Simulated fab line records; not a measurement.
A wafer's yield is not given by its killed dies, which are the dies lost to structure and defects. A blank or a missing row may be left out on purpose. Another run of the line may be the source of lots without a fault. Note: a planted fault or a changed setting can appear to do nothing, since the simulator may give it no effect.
A struck lot beside a sound one / flow nand-harc / 23 out of 1302 route steps
Sound: the wafers L973.2, L973.5, L973.6. Struck: wafers L990.1, L990.2, L990.4. The cause comes at the end.
Order at every step that has rows: each side's tool, ch and its chambers, its first start. Under that, the readings that differ: sound wafers / struck wafers / difference of the means / sigmas: that difference in standard deviations of wafers without a fault.
alike: a reading whose means differ by less than 2 such deviations, as well as words and numbers matching on both sides. not compared: withheld readings; readings where some wafer has no value; bounds like >300 that might hide an equal value; numbers whose values overlap and for which the record gives no deviation.
A row with sigmas, a row that says differs or no value, or rows on one side alone: a step with any of these is where the two part. When numbers do not overlap yet have no deviation, they are printed without sigmas and do not part them. A reading that every wafer of one side lacks parts them only if that side has two wafers or more.

NHARC_P_CONTACT_DEP_00: deposits SiO2, target thk 500 nm.
  sound on pecvd-03 ch 0,1,2; struck on pecvd-03 ch 0,2
  alike: heater-power-w, showerhead-vpp-V, throttle-valve-pct
NHARC_P_CONTACT_CMP_01: polishes SiO2, target thk 200 nm.
  sound on cmp-01 ch 1,2, day 6 15:23; struck on cmp-02 ch 0,2,3, day 13 22:50
  alike: motor-current-A
then, 9 steps without rows for these wafers: NHARC_P_CONTACT_SRD_03; NHARC_P_CONTACT_DEHYDRATE_04 (time 120 s); NHARC_P_CONTACT_HMDS_05 (time 30 s); NHARC_P_CONTACT_COAT_33 (time 75 s); NHARC_P_CONTACT_COAT_34 (time 65 s); NHARC_P_CONTACT_COAT_06 (resist thk 90 nm); NHARC_P_CONTACT_SOFTBAKE_07 (time 55 s); NHARC_P_CONTACT_EBR_08; NHARC_P_CONTACT_EXPOSE_09 (exposes mask P CA, target cd 90 nm).
NHARC_P_CONTACT_PEB_10: peb time 65 s.
  sound on litho-track-06 ch 0, day 6 16:01; struck on litho-track-06 ch 0, day 13 23:36
  alike: resist-line-temp-C
then, 1 step without rows for these wafers: NHARC_P_CONTACT_DEVELOP_11 (develop time 35 s).
NHARC_P_CONTACT_CD_MEAS_12 targets a cd of 90 nm.
  sound on cd-sem-01 ch 0, day 6 16:05; struck on cd-sem-03 ch 0, day 13 23:41
reading=cd-nm (nm); sound=90.5 90.3 90.2; struck=107.2 107.3 107.1; difference=+16.9; sigmas=+34
NHARC_P_CONTACT_OVL_MEAS_13:
  struck on overlay-02, day 13 23:46; sound on overlay-01, day 6 16:10
  alike: overlay-x-nm, overlay-y-nm
NHARC_P_CONTACT_INSPECT_14:
  struck on defect-inspect-01, day 13 23:48; sound on defect-inspect-02, day 6 16:13
  alike: raw-defect-count
NHARC_P_CONTACT_DESCUM_17: chemistry O2, time 3 s.
  sound on rie-diel-03 ch 0,2,3, day 6 16:18; struck on rie-diel-11 ch 0,1,2, day 13 23:52
reading=model.P_CONTACT.cd-nm (nm); sound=90.21 90.19 90.34; struck=107.2 107.1 107.2; difference=+16.9; sigmas=
  alike: drypump-motor-current-A, oes-product-au, rf-vpp-V, showerhead-plenum-p-Torr, throttle-valve-pct
  not compared: rf-hours-counter-h
NHARC_P_CONTACT_ETCH_35: etches the open film in CF4, target depth 39 nm, time 65 s.
  sound on rie-diel-03 ch 1,2,3, day 6 16:22; struck on rie-diel-11 ch 0,1,2, day 13 23:57
  alike: drypump-motor-current-A, oes-product-au, rf-vpp-V, showerhead-plenum-p-Torr, throttle-valve-pct
  not compared: rf-hours-counter-h
NHARC_P_CONTACT_ETCH_36: etches the open film in N2/H2, target depth 260 nm, time 406.25 s.
  sound on rie-diel-03 ch 1,2; struck on rie-diel-11 ch 0,1,2
  alike: drypump-motor-current-A, oes-product-au, rf-vpp-V, showerhead-plenum-p-Torr, throttle-valve-pct
  not compared: rf-hours-counter-h
NHARC_P_CONTACT_ETCH_18: etches the open film in C4F8/O2/Ar, target depth 481 nm, time 240.5 s.
  sound on rie-diel-03 ch 0,1; struck on rie-diel-11 ch 0,1,2
  alike: oes-product-au, rf-vpp-V
  not compared: rf-hours-counter-h
then, 1 step without rows for these wafers: NHARC_P_CONTACT_STRIP_37 (strips in C4F8/O2/Ar).
NHARC_P_CONTACT_ETCH_31: etches the open film in CH3F/O2, target depth 30 nm, time 85.7 s.
  sound on rie-diel-03 ch 1,2,3; struck on rie-diel-11 ch 0,1,3
reading=model.P_CONTACT.cd-nm (nm); sound=88.9 90 89.93; struck=108 107.1 105.7; difference=+17; sigmas=
  alike: drypump-motor-current-A, oes-product-au, rf-vpp-V, showerhead-plenum-p-Torr, throttle-valve-pct
  not compared: rf-hours-counter-h
NHARC_P_CONTACT_CD_MEAS_19:
  struck on cd-sem-03, day 14 00:44; sound on cd-sem-03, day 6 17:08
reading=cd-nm (nm); sound=89.0 89.6 89.9; struck=108.4 107.0 106.0; difference=+17.6; sigmas=+16

## WHERE THEY PART
First at NHARC_P_CONTACT_CD_MEAS_12; last, within this record, at NHARC_P_CONTACT_CD_MEAS_19.

WHY: whatever the simulator had introduced
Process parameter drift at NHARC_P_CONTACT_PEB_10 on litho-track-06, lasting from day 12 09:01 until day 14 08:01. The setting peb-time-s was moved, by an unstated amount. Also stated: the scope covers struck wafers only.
